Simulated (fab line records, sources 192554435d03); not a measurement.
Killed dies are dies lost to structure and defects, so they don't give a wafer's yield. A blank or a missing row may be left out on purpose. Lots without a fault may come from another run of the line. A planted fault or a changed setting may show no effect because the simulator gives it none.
Split-lot experiment | flow n5_finfet | 7 lots, 21 wafers read, on a route of 1938 steps

THE SPLIT
At N5_SD_EPI_N_PEB_07 (peb time 60 s), the setting peb_temp_c was moved away from the recipe's 110 C on 8 of the 21 wafers read, by -3.4% to -1.3%. The other wafers ran this setting at the recipe's value.

FROM THE SPLIT TO THE READING: what the file shows between them, 1 step
- N5_SD_EPI_N_DEVELOP_08: develop time 30 s

THE READING
cd_nm, in nm, at N5_SD_EPI_N_CD_MEAS_09 (target cd 120 nm). Fault-free wafers of this fab line usually give 119.9 nm, standard deviation 0.72 nm.

wafer  | tool, chamber at the split | peb_temp_c as run, C | against the recipe | cd_nm, nm | against lot-mates on the recipe
L075.1 | litho_track-05, 0          | 110                  | recipe             | 120.0     | -
L075.3 | litho_track-05, 0          | 110                  | recipe             | 119.9     | -
L075.5 | litho_track-05, 0          | 110                  | recipe             | 119.2     | -
L076.1 | litho_track-05, 0          | 110                  | recipe             | 121.0     | -
L076.2 | litho_track-05, 0          | 110                  | recipe             | 119.6     | -
L076.4 | litho_track-05, 0          | 110                  | recipe             | 119.6     | -
L079.1 | litho_track-03, 0          | 110                  | recipe             | 119.7     | -
L079.2 | litho_track-03, 0          | 108.6                | -1.3%              | 115.5     | -4.2
L079.4 | litho_track-03, 0          | 108.6                | -1.3%              | 116.5     | -3.2
L084.4 | litho_track-03, 0          | 106.8                | -2.9%              | 110.3     | -8.4
L084.5 | litho_track-03, 0          | 106.8                | -2.9%              | 111.8     | -6.9
L084.6 | litho_track-03, 0          | 110                  | recipe             | 118.7     | -
L088.1 | litho_track-05, 0          | 106.3                | -3.4%              | 107.4     | -11.3
L088.2 | litho_track-05, 0          | 110                  | recipe             | 118.7     | -
L088.4 | litho_track-05, 0          | 106.3                | -3.4%              | 108.8     | -9.9
L094.1 | litho_track-03, 0          | 110                  | recipe             | 121.1     | -
L094.5 | litho_track-03, 0          | 107.8                | -2.0%              | 115.0     | -5.9
L094.6 | litho_track-03, 0          | 110                  | recipe             | 120.8     | -
L096.1 | litho_track-04, 0          | 110                  | recipe             | 119.9     | -
L096.4 | litho_track-04, 0          | 107.1                | -2.6%              | 112.0     | -7.6
L096.6 | litho_track-04, 0          | 110                  | recipe             | 119.2     | -

THE FIT
A straight line over all 21 wafers: cd_nm changes by +3.18 nm for each +1% of peb_temp_c; r = +0.98; the points scatter about the line by 0.9 nm.
The same after taking each lot's own level away (the mean of its wafers on the recipe; 21 wafers): +2.93 nm for each +1%; r = +0.99; scatter 0.62 nm.
On that fit, the largest move of peb_temp_c shifts the reading by 9.9 nm.
The lots' own levels span 118.70 to 120.95 nm, that is 3.1 times the standard deviation above.
So the lot-to-lot level changes the slope little: the two slopes agree.
Check: with one of the wafers moved furthest among these (-3.4%) left out of the fit, the line predicts -9.43 nm for it against its lot-mates. It came out at -11.3 nm against them.

THE WHOLE CHAIN: every reading that the file lists as answering this split, in the file's order
step                   | what it does                                     | reading                                                         | change (the file's fit)              | r (the file's)
N5_SD_EPI_N_CD_MEAS_09 | target cd 120 nm                                 | cd_nm                                                           | +2.91 nm for each +1% of the setting | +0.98
N5_SD_EPI_N_DESCUM_14  | chemistry O2, time 7.9 s                         | SD_EPI_N.cd_nm (the simulator's own value, which no gauge read) | +2.93 nm for each +1% of the setting | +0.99
N5_SD_EPI_N_ETCH_35    | etches SOC in N2/H2, overetch 108 nm, time 486 s | SD_EPI_N.cd_nm (the simulator's own value, which no gauge read) | +2.6 nm for each +1% of the setting  | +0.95

THE FILE'S OWN FIT
cd_nm changes by +2.91 nm for each +1% of peb_temp_c, r = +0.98.
